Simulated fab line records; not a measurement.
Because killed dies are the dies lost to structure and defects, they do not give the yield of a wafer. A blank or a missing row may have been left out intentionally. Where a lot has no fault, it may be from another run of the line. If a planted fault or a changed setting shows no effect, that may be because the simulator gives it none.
fab line records + flow nand_harc
record
- lots=12
- wafers=36
- last_day=33
route steps=1302 shown P_GATE@141 END@1302
lots that met no fault: taken from a fault-free run of the same line
start_h: start of the lot's first displayed wafer, in hours after the record's first day + wait_h: how many hours have passed since the lot's step before this one + " same as the row above + L1.1+2: one row covering several wafers at once + - value missing, or start not given + * or withheld: withheld + < > ~ a bound
route shown NAME@n: NAME is a module with steps in the file, n the number in the route of the first one + usual: mean/standard deviation taken from wafers without a fault + same: alike in all rows + chamber/n: place in a boat + sites: the reading at each site + _std_site: their standard deviation + _edge_site: inner sites' mean taken away from outer sites' mean + radius_mm: for every site, how far away it sits from the centre of the wafer + mask NAME#n: copy n + behind: the most recent tool/chamber to have shaped the wafer + hold: what put the lot on hold/how long, in hours/how the hold closed + device: whichever transistor did not switch (one of n, p or np) + end of line: the same wafers' tests at the end of the route + for a step that has no rows: nothing shown but its recipe + killed: at the first sort, the dies lost to defects and structure; wafer yield is something else + map: a wafer's dies, x killed, . not, _ none there
set.NAME: the setting as run; set.NAME@STEP: as run at that earlier step + model.NAME: the simulator's own value behind a step, which no gauge read
a sample of lots followed through the steps of the route, with each step as a table and each wafer as a row
services: when a tool's chamber went out of use (start_h, in hours from the record's first day, below 0 if earlier), for how many hours, and the reason
## steps
# step NHARC_P_GATE_CD_MEAS_26
# recipe
- target_cd_nm=120
- landing_energy_ev=500
# usual
- cd_nm=120.3/0.8
| lot.wafer | tool      | chamber | start_h | wait_h | cd_nm |
|-----------|-----------|---------|---------|--------|-------|
| L241.1    | cd_sem-01 | 0       | 105.90  | -      | 121.2 |
| L241.4    | "         | 0       | "       | "      | 120.6 |
| L241.6    | "         | 0       | "       | "      | 121.7 |
| L242.2    | cd_sem-02 | 0       | 112.77  | -      | 120.2 |
| L242.5    | "         | 0       | "       | "      | 119.6 |
| L242.6    | "         | 0       | "       | "      | 118.9 |
| L245.3    | cd_sem-01 | 0       | 140.22  | -      | 120.9 |
| L245.4    | "         | 0       | "       | "      | 120.9 |
| L245.6    | "         | 0       | "       | "      | 119.3 |
| L246.1    | cd_sem-01 | 0       | 143.43  | -      | 121.4 |
| L246.2    | "         | 0       | "       | "      | 120.8 |
| L246.3    | "         | 0       | "       | "      | 121.3 |
| L247.1    | cd_sem-03 | 0       | 155.09  | -      | 120.4 |
| L247.3    | "         | 0       | "       | "      | 121.0 |
| L247.5    | "         | 0       | "       | "      | 120.6 |
| L248.2    | cd_sem-01 | 0       | 168.21  | -      | 121.8 |
| L248.3    | "         | 0       | "       | "      | 121.8 |
| L248.5    | "         | 0       | "       | "      | 122.1 |
| L250.2    | cd_sem-02 | 0       | 194.71  | -      | 121.3 |
| L250.4    | "         | 0       | "       | "      | 120.4 |
| L250.5    | "         | 0       | "       | "      | 119.3 |
| L252.1    | cd_sem-03 | 0       | 210.30  | -      | 120.1 |
| L252.2    | "         | 0       | "       | "      | 120.4 |
| L252.4    | "         | 0       | "       | "      | 120.8 |
| L254.1    | cd_sem-03 | 0       | 234.18  | -      | 119.4 |
| L254.4    | "         | 0       | "       | "      | 117.6 |
| L254.6    | "         | 0       | "       | "      | 120.0 |
| L256.1    | cd_sem-03 | 0       | 248.01  | -      | 119.8 |
| L256.3    | "         | 0       | "       | "      | 120.7 |
| L256.6    | "         | 0       | "       | "      | 119.8 |
| L255.1    | cd_sem-02 | 0       | 248.17  | -      | 120.8 |
| L255.2    | "         | 0       | "       | "      | 119.7 |
| L255.5    | "         | 0       | "       | "      | 119.8 |
| L264.1    | cd_sem-02 | 0       | 327.46  | -      | 120.1 |
| L264.2    | "         | 0       | "       | "      | 120.6 |
| L264.5    | "         | 0       | "       | "      | 119.3 |
# step NHARC_P_GATE_DESCUM_31
# recipe
- time_s=3
- o2_flow_sccm=200
- ar_flow_sccm=0
- bias_power_w=0
- chemistry=O2
# usual
- drypump_motor_current_A=5.8/0.44
- oes_product_au=1.001/0.01
- rf_vpp_V=57.7/0.89
- showerhead_plenum_p_Torr=1.89/0.073
- throttle_valve_pct=11.311/0.0089
| lot.wafer | tool        | chamber | start_h | wait_h | drypump_motor_current_A | oes_product_au | rf_hours_counter_h | rf_vpp_V | showerhead_plenum_p_Torr | throttle_valve_pct |
|-----------|-------------|---------|---------|--------|-------------------------|----------------|--------------------|----------|--------------------------|--------------------|
| L241.4    | rie_diel-07 | 3       | 106.09  | 0.1    | 6.5                     | 0.991          | 9                  | 59.4     | 1.84                     | 11.304             |
| L241.1    | "           | 1       | "       | "      | 6.3                     | 0.986          | 10                 | 57.5     | 1.83                     | 11.318             |
| L241.6    | "           | 3       | "       | "      | 6.5                     | 0.992          | -                  | 56.9     | 1.84                     | 11.302             |
| L242.2    | rie_diel-01 | 2       | 112.96  | 0.1    | 5.3                     | 1.004          | 3                  | 56.5     | 1.85                     | 11.314             |
| L242.5    | "           | 1       | "       | "      | 6.2                     | 1.000          | -                  | 55.8     | 1.84                     | 11.313             |
| L242.6    | "           | 2       | "       | "      | 5.3                     | 1.007          | -                  | 56.8     | 1.85                     | 11.306             |
| L245.3    | rie_diel-01 | 2       | 140.40  | 0.1    | 5.3                     | 0.998          | 5                  | 58.8     | 1.85                     | 11.312             |
| L245.4    | "           | 3       | "       | "      | 5.2                     | 0.999          | 6                  | 57.6     | 2.02                     | 11.304             |
| L245.6    | "           | 3       | "       | "      | 5.3                     | 0.991          | -                  | 57.7     | 2.02                     | 11.315             |
| L246.1    | rie_diel-11 | 1       | 143.61  | 0.1    | 6.2                     | 0.990          | 2                  | 57.7     | 1.84                     | 11.310             |
| L246.2    | "           | 3       | "       | "      | 5.6                     | 1.011          | 1                  | 58.3     | 1.88                     | 11.296             |
| L246.3    | "           | 3       | "       | "      | 5.6                     | 1.019          | -                  | 59.0     | 1.88                     | 11.318             |
| L247.1    | rie_diel-01 | 2       | 155.27  | 0.1    | 5.3                     | 0.999          | 6                  | 58.2     | 1.85                     | 11.315             |
| L247.3    | "           | 0       | "       | "      | 5.9                     | 1.008          | 8                  | 58.7     | 1.96                     | 11.304             |
| L247.5    | "           | 2       | "       | "      | 5.3                     | 1.007          | -                  | 58.0     | 1.85                     | 11.314             |
| L248.2    | rie_diel-07 | 3       | 168.39  | 0.1    | 6.5                     | 1.014          | 1                  | 57.5     | 1.84                     | 11.319             |
| L248.3    | "           | 1       | "       | "      | 6.3                     | 0.991          | -                  | 56.7     | 1.83                     | 11.324             |
| L248.5    | "           | 3       | "       | "      | 6.5                     | 1.012          | -                  | 57.3     | 1.84                     | 11.313             |
| L250.2    | rie_diel-01 | 2       | 194.91  | 0.1    | 5.3                     | 0.998          | 10                 | 57.5     | 1.85                     | 11.308             |
| L250.4    | "           | 3       | "       | "      | 5.2                     | 1.000          | 11                 | 58.5     | 2.01                     | 11.311             |
| L250.5    | "           | 0       | "       | "      | 5.9                     | 0.987          | -                  | 58.8     | 1.95                     | 11.315             |
| L252.4    | rie_diel-11 | 0       | 210.48  | 0.1    | 5.9                     | 1.002          | 6                  | 58.1     | 1.98                     | 11.310             |
| L252.1    | "           | 1       | "       | "      | 6.2                     | 1.001          | 6                  | 58.1     | 1.83                     | 11.303             |
| L252.2    | "           | 3       | "       | "      | 5.6                     | 1.013          | 5                  | 58.0     | 1.88                     | 11.312             |
| L254.4    | rie_diel-01 | 1       | 234.37  | 0.1    | 6.2                     | 0.992          | 1                  | 57.0     | 1.83                     | 11.309             |
| L254.1    | "           | 2       | "       | "      | 5.3                     | 0.994          | 2                  | 57.8     | 1.85                     | 11.303             |
| L254.6    | "           | 2       | "       | "      | 5.3                     | 0.988          | -                  | 58.5     | 1.85                     | 11.309             |
| L256.1    | rie_diel-01 | 0       | 248.21  | 0.1    | 5.9                     | 1.009          | 2                  | 58.2     | 1.95                     | 11.298             |
| L256.3    | "           | 2       | "       | "      | 5.3                     | 1.006          | 2                  | 58.3     | 1.85                     | 11.305             |
| L256.6    | "           | 3       | "       | "      | 5.3                     | 0.999          | -                  | 58.5     | 2.01                     | 11.300             |
| L255.2    | rie_diel-01 | 3       | 248.35  | 0.1    | 5.2                     | 1.001          | 2                  | 59.5     | 2.01                     | 11.302             |
| L255.1    | "           | 0       | "       | "      | 5.8                     | 1.020          | 2                  | 58.1     | 1.95                     | 11.308             |
| L255.5    | "           | 3       | "       | "      | 5.2                     | 0.997          | -                  | 58.2     | 2.01                     | 11.323             |
| L264.2    | rie_diel-11 | 1       | 327.65  | 0.1    | 6.2                     | 0.987          | 0                  | 58.1     | 1.83                     | 11.320             |
| L264.1    | "           | 2       | "       | "      | 5.9                     | 1.008          | 0                  | 58.7     | 1.85                     | 11.299             |
| L264.5    | "           | 1       | "       | "      | 6.2                     | 0.998          | -                  | 56.9     | 1.83                     | 11.308             |
# step NHARC_P_GATE_EXPOSE_56
# recipe
- na=0.6
- target_cd_nm=720
- dose_mj=14.81
- mask_id=P_PSD
| lot.wafer  | tool           | chamber | start_h | wait_h | mask    |
|------------|----------------|---------|---------|--------|---------|
| L241.1+4+6 | krf_scanner-02 | 0       | 121.70  | -      | P_PSD#0 |
| L242.2+5+6 | krf_scanner-01 | 0       | 126.82  | -      | P_PSD#0 |
| L245.3+4+6 | krf_scanner-01 | 0       | 157.85  | -      | P_PSD#0 |
| L246.1+2+3 | krf_scanner-04 | 0       | 158.76  | -      | P_PSD#0 |
| L247.1+3+5 | krf_scanner-01 | 0       | 168.59  | -      | P_PSD#0 |
| L248.2+3+5 | krf_scanner-04 | 0       | 186.01  | -      | P_PSD#0 |
| L250.2+4+5 | krf_scanner-04 | 0       | 208.23  | -      | P_PSD#0 |
| L252.1+2+4 | krf_scanner-01 | 0       | 224.28  | -      | P_PSD#0 |
| L254.1+4+6 | krf_scanner-02 | 0       | 249.72  | -      | P_PSD#0 |
| L255.1+2+5 | krf_scanner-04 | 0       | 261.67  | -      | P_PSD#0 |
| L256.1+3+6 | krf_scanner-04 | 0       | 268.13  | -      | P_NSD#0 |
| L264.1+2+5 | krf_scanner-04 | 0       | 340.94  | -      | P_PSD#0 |
# step NHARC_P_GATE_CD_MEAS_59
# recipe
- target_cd_nm=720
- landing_energy_ev=500
# usual
- cd_nm=721.4/2.2
| lot.wafer | tool      | chamber | start_h | wait_h | cd_nm |
|-----------|-----------|---------|---------|--------|-------|
| L241.1    | cd_sem-01 | 0       | 121.86  | -      | 721.0 |
| L241.4    | "         | 0       | "       | "      | 722.7 |
| L241.6    | "         | 0       | "       | "      | 719.0 |
| L242.2    | cd_sem-02 | 0       | 126.97  | -      | 720.6 |
| L242.5    | "         | 0       | "       | "      | 720.3 |
| L242.6    | "         | 0       | "       | "      | 721.5 |
| L245.3    | cd_sem-01 | 0       | 158.00  | -      | 722.0 |
| L245.4    | "         | 0       | "       | "      | 721.4 |
| L245.6    | "         | 0       | "       | "      | 721.8 |
| L246.1    | cd_sem-02 | 0       | 158.92  | -      | 722.6 |
| L246.2    | "         | 0       | "       | "      | 718.4 |
| L246.3    | "         | 0       | "       | "      | 717.9 |
| L247.1    | cd_sem-01 | 0       | 168.74  | -      | 718.6 |
| L247.3    | "         | 0       | "       | "      | 721.2 |
| L247.5    | "         | 0       | "       | "      | 721.0 |
| L248.2    | cd_sem-02 | 0       | 186.16  | -      | 724.1 |
| L248.3    | "         | 0       | "       | "      | 723.3 |
| L248.5    | "         | 0       | "       | "      | 727.0 |
| L250.2    | cd_sem-02 | 0       | 208.38  | -      | 720.0 |
| L250.4    | "         | 0       | "       | "      | 721.2 |
| L250.5    | "         | 0       | "       | "      | 718.2 |
| L252.1    | cd_sem-02 | 0       | 224.44  | -      | 726.3 |
| L252.2    | "         | 0       | "       | "      | 724.3 |
| L252.4    | "         | 0       | "       | "      | 722.9 |
| L254.1    | cd_sem-03 | 0       | 249.88  | -      | 721.2 |
| L254.4    | "         | 0       | "       | "      | 715.8 |
| L254.6    | "         | 0       | "       | "      | 721.6 |
| L255.1    | cd_sem-02 | 0       | 261.84  | -      | 723.9 |
| L255.2    | "         | 0       | "       | "      | 720.7 |
| L255.5    | "         | 0       | "       | "      | 723.5 |
| L256.1    | cd_sem-03 | 0       | 268.30  | -      | -     |
| L256.3    | "         | 0       | "       | "      | -     |
| L256.6    | "         | 0       | "       | "      | -     |
| L264.1    | cd_sem-01 | 0       | 341.09  | -      | 719.6 |
| L264.2    | "         | 0       | "       | "      | 718.9 |
| L264.5    | "         | 0       | "       | "      | 721.2 |
# step NHARC_P_GATE_DESCUM_61
# recipe
- time_s=3
- o2_flow_sccm=200
- ar_flow_sccm=0
- bias_power_w=0
- chemistry=O2
# usual
- drypump_motor_current_A=5.8/0.45
- oes_product_au=1.000/0.012
- rf_vpp_V=57.7/0.86
- showerhead_plenum_p_Torr=1.89/0.073
- throttle_valve_pct=11.311/0.0085
| lot.wafer | tool        | chamber | start_h | wait_h | drypump_motor_current_A | oes_product_au | rf_hours_counter_h | rf_vpp_V | showerhead_plenum_p_Torr | throttle_valve_pct |
|-----------|-------------|---------|---------|--------|-------------------------|----------------|--------------------|----------|--------------------------|--------------------|
| L241.1    | rie_diel-01 | 3       | 122.03  | -      | 5.2                     | 1.002          | 6                  | 59.2     | 2.02                     | 11.296             |
| L241.4    | "           | 1       | "       | "      | 6.2                     | 1.013          | 5                  | 58.4     | 1.84                     | 11.313             |
| L241.6    | "           | 3       | "       | "      | 5.2                     | 0.999          | -                  | 59.7     | 2.02                     | 11.313             |
| L242.2    | rie_diel-11 | 0       | 127.14  | -      | 5.9                     | 1.024          | 0                  | 58.2     | 1.98                     | 11.316             |
| L242.6    | "           | 3       | "       | "      | 5.6                     | 1.016          | -                  | 57.8     | 1.88                     | 11.313             |
| L242.5    | "           | 0       | "       | "      | 6.0                     | 1.026          | -                  | 58.8     | 1.98                     | 11.332             |
| L245.4    | rie_diel-07 | 2       | 158.15  | -      | 5.0                     | 0.986          | 1                  | 58.6     | 2.03                     | 11.308             |
| L245.3    | "           | 0       | "       | "      | 5.2                     | 0.973          | 0                  | 57.4     | 1.80                     | 11.309             |
| L245.6    | "           | 2       | "       | "      | 5.0                     | 0.976          | -                  | 57.5     | 2.03                     | 11.305             |
| L246.2    | rie_diel-07 | 0       | 159.08  | -      | 5.3                     | 0.984          | 0                  | 56.7     | 1.80                     | 11.310             |
| L246.3    | "           | 1       | "       | "      | 6.3                     | 1.002          | 1                  | 57.8     | 1.83                     | 11.312             |
| L246.1    | "           | 2       | "       | "      | 5.0                     | 1.000          | 1                  | 59.6     | 2.03                     | 11.309             |
| L247.1    | rie_diel-01 | 0       | 168.91  | -      | 5.9                     | 0.997          | 9                  | 57.4     | 1.95                     | 11.303             |
| L247.3    | "           | 2       | "       | "      | 5.3                     | 1.012          | 7                  | 58.0     | 1.85                     | 11.318             |
| L247.5    | "           | 1       | "       | "      | 6.2                     | 1.008          | -                  | 58.4     | 1.84                     | 11.317             |
| L248.3    | rie_diel-01 | 3       | 186.32  | -      | 5.2                     | 0.986          | 9                  | 58.0     | 2.02                     | 11.312             |
| L248.2    | "           | 1       | "       | "      | 6.2                     | 1.016          | 8                  | 58.0     | 1.83                     | 11.300             |
| L248.5    | "           | 1       | "       | "      | 6.1                     | 1.003          | -                  | 58.1     | 1.84                     | 11.297             |
| L250.2    | rie_diel-07 | 3       | 208.55  | -      | 6.5                     | 1.001          | 5                  | 58.4     | 1.84                     | 11.331             |
| L250.4    | "           | 0       | "       | "      | 5.2                     | 0.978          | 2                  | 57.7     | 1.80                     | 11.319             |
| L250.5    | "           | 2       | "       | "      | 5.1                     | 0.985          | -                  | 57.9     | 2.03                     | 11.324             |
| L252.2    | rie_diel-01 | 2       | 224.60  | -      | 5.3                     | 0.992          | 1                  | 56.8     | 1.85                     | 11.317             |
| L252.4    | "           | 3       | "       | "      | 5.3                     | 0.995          | 1                  | 57.5     | 2.01                     | 11.315             |
| L252.1    | "           | 0       | "       | "      | 5.9                     | 1.014          | 1                  | 57.9     | 1.95                     | 11.312             |
| L254.4    | rie_diel-11 | 1       | 250.06  | -      | 6.2                     | 1.008          | 7                  | 57.9     | 1.83                     | 11.299             |
| L254.1    | "           | 3       | "       | "      | 5.6                     | 1.007          | 7                  | 56.7     | 1.87                     | 11.308             |
| L254.6    | "           | 0       | "       | "      | 6.0                     | 1.022          | -                  | 58.0     | 1.97                     | 11.307             |
| L255.2    | rie_diel-11 | 0       | 262.01  | -      | 5.9                     | 1.008          | 8                  | 57.5     | 1.97                     | 11.308             |
| L255.1    | "           | 1       | "       | "      | 6.2                     | 1.002          | 8                  | 57.1     | 1.83                     | 11.315             |
| L255.5    | "           | 3       | "       | "      | 5.6                     | 1.005          | -                  | 57.0     | 1.87                     | 11.317             |
| L256.1    | rie_diel-11 | 2       | 268.48  | -      | 5.9                     | 1.003          | 7                  | 56.6     | 1.85                     | 11.319             |
| L256.3    | "           | 0       | "       | "      | 6.0                     | 0.998          | 9                  | 57.4     | 1.97                     | 11.313             |
| L256.6    | "           | 2       | "       | "      | 5.9                     | 1.003          | -                  | 56.7     | 1.85                     | 11.314             |
| L264.2    | rie_diel-07 | 1       | 341.27  | -      | 6.3                     | 0.976          | 2                  | 56.3     | 1.83                     | 11.317             |
| L264.1    | "           | 3       | "       | "      | 6.5                     | 0.998          | 2                  | 57.7     | 1.84                     | 11.316             |
| L264.5    | "           | 1       | "       | "      | 6.3                     | 0.985          | -                  | 56.6     | 1.83                     | 11.306             |
# step NHARC_END_SORT_01
# recipe
- temp_c=25
# usual
- killed_at_array=61/24
- killed_at_other=1.2/1.3
- killed_at_periphery=3.7/2.6
- killed_dies=66/23
- killed_open=3.3/1.8
- killed_short=2.4/1.6
# same
- gross_dies=677
| lot.wafer | tool      | chamber | start_h | wait_h | killed_at_array | killed_at_other | killed_at_periphery | killed_dies | killed_open | killed_short |
|-----------|-----------|---------|---------|--------|-----------------|-----------------|---------------------|-------------|-------------|--------------|
| L256.1    | prober-02 | 0       | 709.59  | 2.5    | 75              | 2               | 600                 | 677         | 4           | 3            |
| L256.3    | prober-02 | 0       | 711.20  | 3.1    | 82              | 0               | 595                 | 677         | 4           | 5            |
| L256.6    | prober-02 | 0       | 713.60  | 4.0    | 83              | 0               | 594                 | 677         | 3           | 2            |
# killed by level:class
L256.1 P_GATE:area_expose=596 A_CHANNEL_HOLE_D1:chamber_film_flake=34 A_CHANNEL_HOLE_D2:chamber_film_flake=23 A_CONTACT:chamber_film_flake=10 A_ZERO_WELL:chamber_film_flake=2 THIN_TSV:chamber_film_flake=2 P_GATE:geometric_particle:open=1 A_ONON_D2:geometric_particle:short=1
L256.3 P_GATE:area_expose=591 A_CHANNEL_HOLE_D1:chamber_film_flake=35 A_CHANNEL_HOLE_D2:chamber_film_flake=25 A_CONTACT:chamber_film_flake=7 A_SLIT:chamber_film_flake=5 P_GATE:chamber_film_flake=2 A_ZERO_WELL:chamber_film_flake=2 P_GATE:geometric_particle:open=1
L256.6 P_GATE:area_expose=591 A_CHANNEL_HOLE_D1:chamber_film_flake=37 A_CHANNEL_HOLE_D2:chamber_film_flake=25 A_CONTACT:chamber_film_flake=12 P_CONTACT:geometric_particle:open=1 A_SOURCE_PLATE:geometric_particle:open=1 A_ONON_D1:geometric_particle:short=1 A_CHANNEL_FILL_D1:geometric_particle:short=1
## services
| tool           | chamber | start_h | hours | kind   |
|----------------|---------|---------|-------|--------|
| rie_diel-01    | 2       | 89.88   | 6.7   | repair |
| rie_diel-11    | -       | 108.45  | 9.0   | pm     |
| rie_diel-07    | -       | 117.21  | 9.0   | pm     |
| krf_scanner-01 | -       | 140.00  | 4.0   | pm     |
| rie_diel-11    | 2       | 141.27  | 6.0   | repair |
| rie_diel-11    | 0       | 141.80  | 5.3   | repair |
| rie_diel-07    | 0       | 142.57  | 7.7   | repair |
| rie_diel-07    | 0       | 160.31  | 22.7  | repair |
| rie_diel-07    | 2       | 165.74  | 6.7   | repair |
| rie_diel-07    | 3       | 178.37  | 3.9   | repair |
| krf_scanner-04 | -       | 182.00  | 4.0   | pm     |
| rie_diel-01    | 0       | 185.87  | 6.5   | repair |
| rie_diel-07    | 3       | 196.90  | 4.0   | repair |
| rie_diel-01    | -       | 203.96  | 9.0   | pm     |
| rie_diel-01    | 1       | 213.72  | 9.4   | repair |
| rie_diel-07    | 1       | 214.18  | 5.0   | repair |
| rie_diel-11    | 2       | 217.57  | 5.0   | repair |
| rie_diel-11    | -       | 285.45  | 9.0   | pm     |
| rie_diel-07    | -       | 294.21  | 9.0   | pm     |
| rie_diel-11    | 0       | 294.91  | 5.9   | repair |
| krf_scanner-01 | -       | 312.00  | 4.0   | pm     |
| krf_scanner-04 | -       | 313.46  | 0.6   | repair |
| krf_scanner-04 | -       | 315.37  | 3.7   | repair |
| rie_diel-07    | 1       | 331.49  | 2.8   | repair |
## key
first_sign
- step=NHARC_P_GATE_EXPOSE_56
- reading=mask
- direction=changed
effect
- step=NHARC_P_GATE_CD_MEAS_59
- reading=cd_nm
- direction=missing
effect
- step=NHARC_END_SORT_01
- reading=killed_at_periphery
- direction=up
- sigmas=99+
- usual=3.7
- struck=596.3
more_kills_born_at
- NHARC_P_GATE_EXPOSE_56@krf_scanner-04=1778
met_at NHARC_P_GATE_EXPOSE_56
struck_lots L256
later_rows_left_out L256.1,L256.3,L256.6
tester_left_out L256
not_acting_at NHARC_P_GATE_CD_MEAS_26,NHARC_P_GATE_DESCUM_31,NHARC_P_GATE_DESCUM_61
onset_between 261.67 268.13
fault
- kind=wrong_mask
- tool=any
- chamber=-
- onset_h=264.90
- steps=NHARC_P_GATE_EXPOSE_56
- aux_copy=P_NSD#0
- scope=struck_lots_only
# tester_left_out: of these lots the tester's yield and bins aren't shown, on N5 and GAA mostly nor the transistor test; their killed dies are dies lost to structure and defects alone, not to doping, threshold or leakage, so they don't give the yield
# later_rows_left_out: the simulator's readings of these wafers behind a module that went badly wrong aren't trusted and aren't shown, but for the sort
